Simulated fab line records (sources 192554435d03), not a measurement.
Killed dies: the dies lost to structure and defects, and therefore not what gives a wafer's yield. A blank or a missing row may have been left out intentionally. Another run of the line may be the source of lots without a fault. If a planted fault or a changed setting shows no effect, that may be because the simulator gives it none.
Split-lot experiment + flow n5 finfet + on a route of 1938 steps: 7 lots, 21 wafers read

## ABOUT THE SPLIT
At N5_BEOL_M15_EXPOSE_25 (exposes mask M15, target cd 400 nm), the setting dose mj was moved away from the recipe's 35.5 on 9 of the 21 wafers read, by -6.4% to +7.5%. All remaining wafers had this setting at the recipe value.

## FROM THE SPLIT TO THE READING: what the file shows between them, 3 steps
- N5_BEOL_M15_PEB_26: peb time 90 s
- N5_BEOL_M15_DEVELOP_27: develop time 45 s
- N5_BEOL_M15_HARDBAKE_32: time 120 s

## THE READING
cd nm (nm) at N5_BEOL_M15_CD_MEAS_28, where the cd target is 407.6 nm. Fault-free wafers of this fab line usually give 408.0 nm, standard deviation 1.5 nm.

| wafer  | tool, chamber at the split | dose mj as run | against the recipe | cd nm, nm | against lot-mates on the recipe |
|--------|----------------------------|----------------|--------------------|-----------|---------------------------------|
| L077.2 | krf scanner-01, 0          | 35.5           | recipe             | 407.8     | -                               |
| L077.4 | krf scanner-01, 0          | 33.51          | -5.6%              | 398.8     | -9.0                            |
| L077.6 | krf scanner-01, 0          | 33.51          | -5.6%              | 399.1     | -8.7                            |
| L075.1 | krf scanner-02, 0          | 35.5           | recipe             | 406.6     | -                               |
| L075.3 | krf scanner-02, 0          | 34.03          | -4.1%              | 398.5     | -7.2                            |
| L075.4 | krf scanner-02, 0          | 35.5           | recipe             | 404.8     | -                               |
| L084.1 | krf scanner-01, 0          | 35.5           | recipe             | 410.8     | -                               |
| L084.2 | krf scanner-01, 0          | 37.6           | +5.9%              | 419.7     | +8.9                            |
| L084.3 | krf scanner-01, 0          | 37.6           | +5.9%              | 420.0     | +9.2                            |
| L089.1 | krf scanner-02, 0          | 33.22          | -6.4%              | 400.3     | -9.2                            |
| L089.5 | krf scanner-02, 0          | 35.5           | recipe             | 409.3     | -                               |
| L089.6 | krf scanner-02, 0          | 35.5           | recipe             | 409.6     | -                               |
| L088.2 | krf scanner-02, 0          | 35.5           | recipe             | 406.4     | -                               |
| L088.3 | krf scanner-02, 0          | 35.5           | recipe             | 406.3     | -                               |
| L088.6 | krf scanner-02, 0          | 35.5           | recipe             | 407.9     | -                               |
| L092.1 | krf scanner-01, 0          | 38.16          | +7.5%              | 418.6     | +10.0                           |
| L092.2 | krf scanner-01, 0          | 35.5           | recipe             | 408.6     | -                               |
| L092.3 | krf scanner-01, 0          | 38.16          | +7.5%              | 421.5     | +12.9                           |
| L091.1 | krf scanner-01, 0          | 37.89          | +6.7%              | 419.3     | +10.8                           |
| L091.2 | krf scanner-01, 0          | 35.5           | recipe             | 407.8     | -                               |
| L091.3 | krf scanner-01, 0          | 35.5           | recipe             | 409.3     | -                               |

FIT RESULTS
A straight line over all 21 wafers: cd nm changes by +1.68 nm for each +1% of dose mj; r = +0.97; the points scatter about the line by 1.8 nm.
The same after taking each lot's own level away (the mean of its wafers on the recipe; 21 wafers): +1.55 nm for each +1%; r = +0.99; scatter 0.73 nm.
The reading moves by 12 nm for the largest change in dose mj, on that fit.
The lots' own levels span 405.70 to 410.80 nm, that is 3.4 times the standard deviation above.
So the lot-to-lot level changes the slope little: the two slopes agree.
Check: with one of the wafers moved furthest among these (+7.5%) left out of the fit, the line predicts +11.9 nm for it against its lot-mates. Against them it came out at +10 nm.

## THE WHOLE CHAIN: every reading that the file lists as answering this split, in the file's order
| step                   | what it does             | reading                                                         | change (the file's fit)              | r (the file's) |
|------------------------|--------------------------|-----------------------------------------------------------------|--------------------------------------|----------------|
| N5_BEOL_M15_CD_MEAS_28 | target cd 407.6 nm       | cd nm                                                           | +1.55 nm for each +1% of the setting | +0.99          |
| N5_BEOL_M15_DESCUM_33  | chemistry O2, time 7.9 s | BEOL_M15.cd nm (the simulator's own value, which no gauge read) | +1.53 nm for each +1% of the setting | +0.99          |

## FILE'S OWN FIT
cd nm changes by +1.55 nm for each +1% of dose mj, r = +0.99.
